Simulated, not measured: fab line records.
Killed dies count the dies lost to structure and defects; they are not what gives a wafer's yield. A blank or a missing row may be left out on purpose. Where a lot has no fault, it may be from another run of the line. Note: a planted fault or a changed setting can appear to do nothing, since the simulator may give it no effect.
fab line records	flow nandHarc
[record] lots = 5	wafers = 15	lastDay = 33
route steps=1302 shown P_GATE@155 END@1302
lots that met no fault: taken from a fault-free run of the same line
startH: start of the lot's first displayed wafer, in hours after the record's first day	waitH: time in hours since the lot's previous step	" identical to the entry in the row above	L1.1+2: a row that stands for several wafers	- no value present, or no start provided	* or withheld: withheld	< > ~ a bound
route shown NAME@n: names a module that has steps shown in the file, with the first one's number in the route	usual: the fault-free wafers' mean and standard deviation	same: alike in all rows	chamber/n: place in a boat	sites: per-site readings	_std_site: standard deviation across them	_edge_site: mean of outer sites minus mean of inner sites	radiusMm: how far each site lies from the wafer's centre	mask NAME#n: copy n	behind: the most recent tool/chamber to have shaped the wafer	hold: what put the lot on hold/how long, in hours/how the hold closed	device: whichever transistor did not switch (one of n, p or np)	end of line: tests of these same wafers at the route's end	for a step that has no rows: nothing shown but its recipe	killed: the dies lost at the first sort to structure and to defects; this is not the yield of the wafer	map: the dies of a wafer, with x for killed, . for not killed, _ for no die there
set.NAME: the setting that was run; set.NAME@STEP: the one run at that earlier step	model.NAME: the simulator's own value behind a step, which no gauge read
certain route steps with their lots: each step a table, each wafer a row
services: a tool's chamber out of use, with start hour (startH, from the record's first day; less than 0 if before it), hours out, and reason
[[steps]]
[step NHARC_P_GATE_ALD_36]
[recipe] targetThkA = 200	pulseTimeS = 60	aldCycles = 223	tempC = 400	material = SiNx
[usual] heaterPowerW = 860/110	precursorPulseHeightRel = 1.000/0.019
lot.wafer	tool	chamber	startH	waitH	heaterPowerW	precursorPulseHeightRel
L622.3	aldSin-04	0	124.37	-	981	1.016
L622.1	"	2	126.49	-	1005	1.029
L622.5	"	3	127.55	-	747	1.003
L625.1	aldSin-01	2	136.07	-	811	1.012
L625.2	"	3	137.46	-	846	0.996
L625.5	"	0	143.02	-	750	1.019
L632.1	aldSin-04	0	204.24	-	966	1.013
L632.2	"	2	206.36	-	996	0.982
L632.5	"	1	209.55	-	1034	1.025
L642.3	aldSin-03	2	308.04	-	890	1.010
L642.1	"	3	309.10	-	696	1.025
L642.6	"	1	311.23	-	1010	1.003
L643.3	aldSin-01	2	319.58	-	805	0.985
L643.1	"	3	320.65	-	836	1.014
L643.2	"	1	322.79	-	725	0.969
[step NHARC_P_GATE_ETCHBACK_37]
[recipe] targetDepthA = 345	timeS = 17.2	chf3FlowSccm = 50	o2FlowSccm = 10	arFlowSccm = 200	rfW = 500	biasW = 200	chemistry = CHF3/O2
[usual] biasW = 199.9/0.58	drypumpMotorCurrentA = 5.8/0.45	oesProductAu = 0.939/0.028	rfVppV = 371.2/2.1	showerheadPlenumPTorr = 2.43/0.094	throttleValvePct = 20.573/0.0092
lot.wafer	tool	chamber	startH	waitH	biasW	drypumpMotorCurrentA	oesProductAu	rfHoursCounterH	rfVppV	showerheadPlenumPTorr	throttleValvePct
L622.1	rieDiel-04	2	-	-	200.8	6.3	0.913	6	373.6	2.50	20.585
L622.3	"	3	"	"	199.3	5.9	0.933	7	369.7	2.39	20.589
L622.5	"	0	"	"	199.9	5.9	0.934	-	369.9	2.38	20.578
L625.1	rieDiel-05	3	-	-	200.4	5.5	0.984	5	369.1	2.38	20.564
L625.2	"	0	"	"	199.8	5.5	1.002	5	370.1	2.36	20.556
L625.5	"	2	"	"	199.7	6.1	0.999	-	374.4	2.57	20.563
L632.2	rieDiel-10	1	-	-	201.2	5.3	0.933	10	369.9	2.36	20.580
L632.1	"	0	"	"	199.4	5.5	0.918	9	367.0	2.26	20.567
L632.5	"	2	"	"	200.1	5.4	0.937	-	372.9	2.52	20.564
L642.1	rieDiel-05	3	-	-	199.5	5.5	0.938	5	371.5	2.38	20.574
L642.3	"	1	"	"	199.6	6.6	0.923	5	372.3	2.45	20.569
L642.6	"	2	"	"	200.9	6.1	0.927	-	375.4	2.57	20.571
L643.2	rieDiel-10	3	-	-	197.9	6.0	0.932	3	371.7	2.52	20.572
L643.3	"	0	"	"	200.4	5.5	0.898	3	367.3	2.26	20.592
L643.1	"	2	"	"	198.7	5.4	0.942	2	372.2	2.52	20.573
[step NHARC_P_GATE_STRIP_101]
[recipe] timeS = 20	o2FlowSccm = 500	arFlowSccm = 0	biasW = 0	chemistry = O2
[usual] drypumpMotorCurrentA = 5.8/0.43	oesProductAu = 1.000/0.0091	rfVppV = 58.0/0.92	showerheadPlenumPTorr = 3.57/0.13	throttleValvePct = 17.037/0.0087
[same] biasW = 0
lot.wafer	tool	chamber	startH	waitH	drypumpMotorCurrentA	oesProductAu	rfHoursCounterH	rfVppV	showerheadPlenumPTorr	throttleValvePct
L622.3	rieDiel-04	3	132.93	0.1	5.9	0.995	7	57.5	3.52	17.040
L622.1	"	2	"	"	6.4	0.987	6	59.2	3.67	17.035
L622.5	"	3	"	"	5.9	1.002	-	57.6	3.52	17.027
L625.1	rieDiel-05	2	147.68	0.1	6.1	0.994	6	58.3	3.77	17.031
L625.2	"	0	"	"	5.5	1.003	5	57.4	3.48	17.043
L625.5	"	2	"	"	6.1	0.996	-	58.6	3.77	17.034
L632.2	rieDiel-10	2	213.88	0.1	5.4	1.004	10	58.0	3.70	17.036
L632.1	"	0	"	"	5.4	0.992	9	56.4	3.33	17.034
L632.5	"	2	"	"	5.4	1.006	-	60.3	3.70	17.041
L642.3	rieDiel-05	0	316.63	0.1	5.5	1.012	4	59.2	3.47	17.021
L642.1	"	1	"	"	6.6	1.005	5	56.7	3.60	17.040
L642.6	"	3	"	"	5.6	1.005	-	58.2	3.50	17.023
L643.3	rieDiel-10	3	329.29	0.1	6.0	1.002	3	57.5	3.70	17.033
L643.2	"	0	"	"	5.4	0.983	3	58.3	3.32	17.043
L643.1	"	2	"	"	5.4	1.014	2	57.9	3.70	17.028
[step NHARC_P_GATE_PRECLEAN_97]
[recipe] timeS = 600	tempC = 120	chemistry = SPM
[step NHARC_P_GATE_SRD_98]
[step NHARC_P_GATE_PRECLEAN_99]
[recipe] timeS = *	tempC = 50	bathAgeMin = 0	chemistry = SC1
[step NHARC_P_GATE_SRD_100]
[step NHARC_P_GATE_DEHYDRATE_38]
[recipe] tempC = 150	timeS = 120
[step NHARC_P_GATE_HMDS_39]
[recipe] timeS = 30
[step NHARC_P_GATE_COAT_40]
[recipe] spinRpm = 3000
[step NHARC_P_GATE_SOFTBAKE_41]
[recipe] tempC = 122	timeS = 95
[step NHARC_P_GATE_EBR_42]
[step NHARC_P_GATE_EXPOSE_43]
[recipe] na = 0.6	targetCdNm = 720	doseMj = 14.81	maskId = P_NSD
[usual] stageVelMmS = 500.01/0.27
lot.wafer	tool	chamber	startH	waitH	mask	stageVelMmS
L622.1	krfScanner-02	0	133.70	-	P_NSD#0	500.26
L622.3	"	0	"	"	P_NSD#0	500.43
L622.5	"	0	"	"	P_NSD#0	500.07
L625.1	krfScanner-04	0	148.44	-	P_NSD#0	499.96
L625.2	"	0	"	"	P_NSD#0	499.98
L625.5	"	0	"	"	P_NSD#0	500.30
L632.1	krfScanner-02	0	214.52	-	P_HVPW#0	499.86
L632.2	"	0	"	"	P_HVPW#0	499.65
L632.5	"	0	"	"	P_HVPW#0	499.81
L642.1	krfScanner-04	0	317.28	-	P_NSD#0	500.12
L642.3	"	0	"	"	P_NSD#0	500.35
L642.6	"	0	"	"	P_NSD#0	500.16
L643.1	krfScanner-02	0	330.07	-	P_NSD#0	499.90
L643.2	"	0	"	"	P_NSD#0	499.97
L643.3	"	0	"	"	P_NSD#0	499.90
[step NHARC_P_GATE_PEB_44]
[recipe] pebTempC = 118	pebTimeS = 85
[step NHARC_P_GATE_DEVELOP_45]
[recipe] timeS = 70
[step NHARC_P_GATE_CD_MEAS_46]
[recipe] targetCdNm = 720	landingEnergyEv = 500
[usual] cdNm = 719.7/1.7
lot.wafer	tool	chamber	startH	waitH	cdNm
L622.1	cdSem-02	0	133.86	-	719.7
L622.3	"	0	"	"	718.9
L622.5	"	0	"	"	717.3
L625.1	cdSem-02	0	148.60	-	718.0
L625.2	"	0	"	"	720.6
L625.5	"	0	"	"	718.2
L632.1	cdSem-03	0	214.68	-	-
L632.2	"	0	"	"	-
L632.5	"	0	"	"	-
L642.1	cdSem-02	0	317.44	-	719.6
L642.3	"	0	"	"	721.3
L642.6	"	0	"	"	718.7
L643.1	cdSem-02	0	330.23	-	719.4
L643.2	"	0	"	"	719.3
L643.3	"	0	"	"	719.5
[step NHARC_P_GATE_HARDBAKE_47]
[recipe] tempC = 125	timeS = 80
[step NHARC_END_SORT_01]
[recipe] tempC = 25
[usual] killedAtArray = 55/23	killedAtOther = 1.0/1.2	killedAtPeriphery = 3.2/2.7	killedDies = 59/23	killedOpen = 3.1/1.6	killedShort = 2.2/1.5
[same] grossDies = 677
lot.wafer	tool	chamber	startH	waitH	killedAtArray	killedAtOther	killedAtPeriphery	killedDies	killedOpen	killedShort
L622.1	prober-02	0	575.46	2.5	111	1	4	116	1	3
L622.3	prober-02	0	577.04	3.1	106	1	4	111	1	3
L622.5	prober-02	0	578.62	3.7	116	1	0	117	1	2
L625.1	prober-02	0	593.21	2.5	14	3	1	18	1	2
L625.2	prober-02	0	594.01	2.8	19	2	2	23	2	1
L625.5	prober-02	0	596.40	3.7	26	3	2	31	6	0
L632.1	prober-02	0	673.39	2.5	78	6	593	677	1	5
L632.2	prober-02	0	674.19	2.8	79	1	597	677	2	2
L632.5	prober-02	0	676.58	3.7	94	0	583	677	4	0
L642.1	prober-02	0	772.15	2.5	60	2	3	65	4	0
L642.3	prober-02	0	773.76	3.1	54	2	0	56	1	4
L642.6	prober-02	0	776.18	4.0	49	0	1	50	2	2
L643.1	prober-02	0	779.98	2.5	57	3	3	63	5	1
L643.2	prober-02	0	780.78	2.8	51	3	8	62	3	2
L643.3	prober-02	0	781.58	3.1	53	1	3	57	6	2
// killed by level:class
L622.1 A_CHANNEL_HOLE_D1:chamberFilmFlake=35 A_CHANNEL_HOLE_D2:chamberFilmFlake=33 A_SLIT:chamberFilmFlake=18 A_STAIRCASE:chamberFilmFlake=11 A_CHANNEL_FILL_D2:chamberFilmFlake=4 A_CONTACT:chamberFilmFlake=3 P_GATE:chamberFilmFlake=2 A_SGD_CUT:chamberFilmFlake=2
L622.3 A_CHANNEL_HOLE_D1:chamberFilmFlake=35 A_CHANNEL_HOLE_D2:chamberFilmFlake=28 A_SLIT:chamberFilmFlake=25 A_STAIRCASE:chamberFilmFlake=13 P_GATE:geometricParticle:short=1 P_M0:geometricParticle:open=1 P_M1:geometricParticle:short=1 A_WL_FILL:geometricParticle:short=1
L622.5 A_CHANNEL_HOLE_D2:chamberFilmFlake=37 A_CHANNEL_HOLE_D1:chamberFilmFlake=25 A_SLIT:chamberFilmFlake=24 A_STAIRCASE:chamberFilmFlake=17 A_CONTACT:chamberFilmFlake=4 A_CHANNEL_FILL_D2:chamberFilmFlake=3 A_ONON_D1:geometricParticle:open=1 A_ONON_D1:geometricParticle:short=1
L625.1 A_CHANNEL_HOLE_D2:chamberFilmFlake=7 THIN_TSV:chamberFilmFlake=3 A_CONTACT:chamberFilmFlake=2 A_M0:chamberFilmFlake=2 A_SOURCE_PLATE:geometricParticle:short=1 A_DECK1_JOINT:geometricParticle:short=1 A_DECK1_JOINT:geometricParticle:open=1 P_M0:chamberFilmFlake=1
L625.2 A_CHANNEL_HOLE_D1:chamberFilmFlake=7 A_CHANNEL_HOLE_D2:chamberFilmFlake=5 A_SGD_CUT:chamberFilmFlake=3 P_CONTACT:geometricParticle:open=2 THIN_TSV:chamberFilmFlake=2 A_M0:geometricParticle:short=1 A_ZERO_WELL:chamberFilmFlake=1 A_DECK1_JOINT:chamberFilmFlake=1
L625.5 A_CHANNEL_HOLE_D2:chamberFilmFlake=8 A_CONTACT:chamberFilmFlake=7 A_CHANNEL_HOLE_D1:chamberFilmFlake=4 THIN_TSV:chamberFilmFlake=3 P_CONTACT:geometricParticle:open=1 A_ONON_D1:geometricParticle:open=1 A_DECK1_JOINT:geometricParticle:open=1 A_CHANNEL_FILL_D2:geometricParticle:open=1
L632.1 P_GATE:areaExpose=592 A_CHANNEL_HOLE_D1:chamberFilmFlake=27 A_SLIT:chamberFilmFlake=19 A_CHANNEL_HOLE_D2:chamberFilmFlake=16 A_CONTACT:chamberFilmFlake=4 A_M0:chamberFilmFlake=3 HYBRID_BOND:chamberFilmFlake=3 THIN_TSV:chamberFilmFlake=3
L632.2 P_GATE:areaExpose=594 A_SLIT:chamberFilmFlake=27 A_CHANNEL_HOLE_D1:chamberFilmFlake=25 A_CHANNEL_HOLE_D2:chamberFilmFlake=14 A_M0:chamberFilmFlake=4 P_GATE:chamberFilmFlake=2 A_STAIRCASE:chamberFilmFlake=2 A_CONTACT:chamberFilmFlake=2
L632.5 P_GATE:areaExpose=579 A_CHANNEL_HOLE_D1:chamberFilmFlake=33 A_SLIT:chamberFilmFlake=26 A_CHANNEL_HOLE_D2:chamberFilmFlake=22 A_CONTACT:chamberFilmFlake=4 A_STAIRCASE:chamberFilmFlake=3 P_GATE:chamberFilmFlake=2 A_M0:chamberFilmFlake=2
L642.1 A_SLIT:chamberFilmFlake=31 A_STAIRCASE:chamberFilmFlake=10 A_CONTACT:chamberFilmFlake=10 A_CHANNEL_HOLE_D1:unspecified=3 A_CHANNEL_HOLE_D2:chamberFilmFlake=2 THIN_TSV:chamberFilmFlake=2 P_CONTACT:geometricParticle:open=1 A_CHANNEL_FILL_D1:geometricParticle:open=1
L642.3 A_SLIT:chamberFilmFlake=35 A_CONTACT:chamberFilmFlake=8 A_STAIRCASE:chamberFilmFlake=6 A_ONON_D1:geometricParticle:short=1 A_CHANNEL_HOLE_D1:geometricParticle:short=1 A_BLC:geometricParticle:short=1 STARTING-WAFER:geometricParticle:open=1 STARTING-WAFER:geometricParticle:short=1
L642.6 A_SLIT:chamberFilmFlake=24 A_CONTACT:chamberFilmFlake=11 A_CHANNEL_HOLE_D1:unspecified=5 A_STAIRCASE:chamberFilmFlake=5 P_GATE:geometricParticle:open=1 A_CHANNEL_HOLE_D1:geometricParticle:short=1 A_ONON_D2:geometricParticle:open=1 A_SLIT:geometricParticle:short=1
L643.1 A_SLIT:chamberFilmFlake=29 A_CHANNEL_HOLE_D2:chamberFilmFlake=14 A_CONTACT:chamberFilmFlake=5 THIN_TSV:chamberFilmFlake=3 P_GATE:geometricParticle:open=2 A_ZERO_WELL:chamberFilmFlake=2 A_CHANNEL_FILL_D1:geometricParticle:open=1 A_ONON_D2:geometricParticle:open=1
L643.2 A_CHANNEL_HOLE_D2:chamberFilmFlake=20 A_SLIT:chamberFilmFlake=19 A_CONTACT:chamberFilmFlake=4 A_ZERO_WELL:chamberFilmFlake=3 THIN_TSV:chamberFilmFlake=3 P_ZERO_WELL:chamberFilmFlake=2 P_M1:chamberFilmFlake=2 P_CONTACT:geometricParticle:short=1
L643.3 A_CHANNEL_HOLE_D2:chamberFilmFlake=24 A_SLIT:chamberFilmFlake=18 A_CHANNEL_FILL_D1:geometricParticle:open=3 A_STAIRCASE:chamberFilmFlake=2 A_CONTACT:chamberFilmFlake=2 P_CONTACT:geometricParticle:open=1 A_CHANNEL_FILL_D2:geometricParticle:short=1 A_SGD_CUT:geometricParticle:short=1
// map L632.1 (x killed, . not)
____________x____________
_________xxxxxxx_________
_______xxxxxxxxxxx_______
______xxxxxxxxxxxxx______
_____xxxxxxxxxxxxxxx_____
____xxxxxxxxxxxxxxxxx____
____xxxxxxxxxxxxxxxxx____
___xxxxxxxxxxxxxxxxxxx___
___xxxxxxxxxxxxxxxxxxx___
__xxxxxxxxxxxxxxxxxxxxx__
__xxxxxxxxxxxxxxxxxxxxx__
_xxxxxxxxxxxxxxxxxxxxxxx_
_xxxxxxxxxxxxxxxxxxxxxxx_
_xxxxxxxxxxxxxxxxxxxxxxx_
_xxxxxxxxxxxxxxxxxxxxxxx_
_xxxxxxxxxxxxxxxxxxxxxxx_
xxxxxxxxxxxxxxxxxxxxxxxxx
xxxxxxxxxxxxxxxxxxxxxxxxx
xxxxxxxxxxxxxxxxxxxxxxxxx
xxxxxxxxxxxxxxxxxxxxxxxxx
xxxxxxxxxxxxxxxxxxxxxxxxx
_xxxxxxxxxxxxxxxxxxxxxxx_
_xxxxxxxxxxxxxxxxxxxxxxx_
_xxxxxxxxxxxxxxxxxxxxxxx_
_xxxxxxxxxxxxxxxxxxxxxxx_
_xxxxxxxxxxxxxxxxxxxxxxx_
__xxxxxxxxxxxxxxxxxxxxx__
__xxxxxxxxxxxxxxxxxxxxx__
___xxxxxxxxxxxxxxxxxxx___
___xxxxxxxxxxxxxxxxxxx___
____xxxxxxxxxxxxxxxxx____
____xxxxxxxxxxxxxxxxx____
_____xxxxxxxxxxxxxxx_____
______xxxxxxxxxxxxx______
_______xxxxxxxxxxx_______
_________xxxxxxx_________
____________x____________
// map L622.5 (x killed, . not)
____________x____________
_________......._________
_______..........._______
______.............______
_____..............._____
____.................____
____......x..........____
___.........xx....x.x.___
___...........xxx.....___
__.........x.x.x.x.....__
__...........xxxxx.....__
_..x......x.xxxxxx......_
_...........xxxx.x......_
_.....x....x.xxx.xx....._
_...........x.xx........_
_......x..xx.xx.x......._
.........x...xx..........
....x.......x.x..........
.x.....x....x.......x....
............x............
...........x.............
_...........x.x........._
_....................x.._
_......x.....xxxx......x_
_.......x....x..x......._
_............xxxx......._
__.........xxxxxx......__
__.........xxxxxx......__
___...........x.x.....___
___...........x.x.....___
____..x....xxx..x....____
____...x....x.x......____
_____......x.xxxx..._____
______.....xxxxxx..______
_______..x..xxxx.._______
_________...xx.._________
____________.____________
[[services]]
tool	chamber	startH	hours	kind
aldSin-04	-	111.26	1.6	repair
krfScanner-04	-	121.51	2.1	repair
aldSin-01	1	130.72	8.1	repair
aldSin-04	3	137.75	2.6	repair
rieDiel-04	1	139.22	2.7	repair
rieDiel-04	1	147.59	6.8	repair
krfScanner-04	-	149.23	8.2	repair
aldSin-04	-	149.63	1.3	repair
rieDiel-10	-	169.27	0.2	repair
rieDiel-04	-	177.95	9.0	pm
rieDiel-10	-	179.15	0.3	repair
krfScanner-04	-	179.29	1.4	repair
aldSin-01	1	179.93	10.7	repair
krfScanner-04	-	182.00	4.0	pm
krfScanner-04	-	196.10	0.2	repair
krfScanner-04	-	200.71	1.2	repair
rieDiel-04	1	203.98	4.9	repair
rieDiel-05	-	229.60	9.0	pm
rieDiel-10	0	236.19	6.3	repair
rieDiel-10	-	242.50	9.0	pm
rieDiel-10	2	258.04	8.0	repair
krfScanner-02	-	266.00	4.0	pm
rieDiel-05	2	309.38	6.5	repair
rieDiel-10	1	327.78	4.2	repair
[[key]]
[firstSign] step = NHARC_P_GATE_EXPOSE_43	reading = mask	direction = changed
[effect] step = NHARC_P_GATE_CD_MEAS_46	reading = cdNm	direction = missing
[effect] step = NHARC_END_SORT_01	reading = killedAtPeriphery	direction = up	sigmas = 99+	usual = 3.2	struck = 591
[moreKillsBornAt] NHARC_P_GATE_EXPOSE_43@krfScanner-02 = 1765
metAt NHARC_P_GATE_EXPOSE_43
struckWafers L632.1,L632.2,L632.5
laterRowsLeftOut L632.1,L632.2,L632.5
testerLeftOut L632
onsetBetween 133.70 214.52
[fault] kind = wrongMask	tool = any	chamber = -	onsetH = 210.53	steps = NHARC_P_GATE_EXPOSE_43	auxCopy = P_HVPW#0	scope = struckLotsOnly
// testerLeftOut: of these lots the tester's yield and bins aren't shown, on N5 and GAA mostly nor the transistor test; their killed dies are dies lost to structure and defects alone, not to doping, threshold or leakage, so they don't give the yield
// laterRowsLeftOut: the simulator's readings of these wafers behind a module that went badly wrong aren't trusted and aren't shown, but for the sort
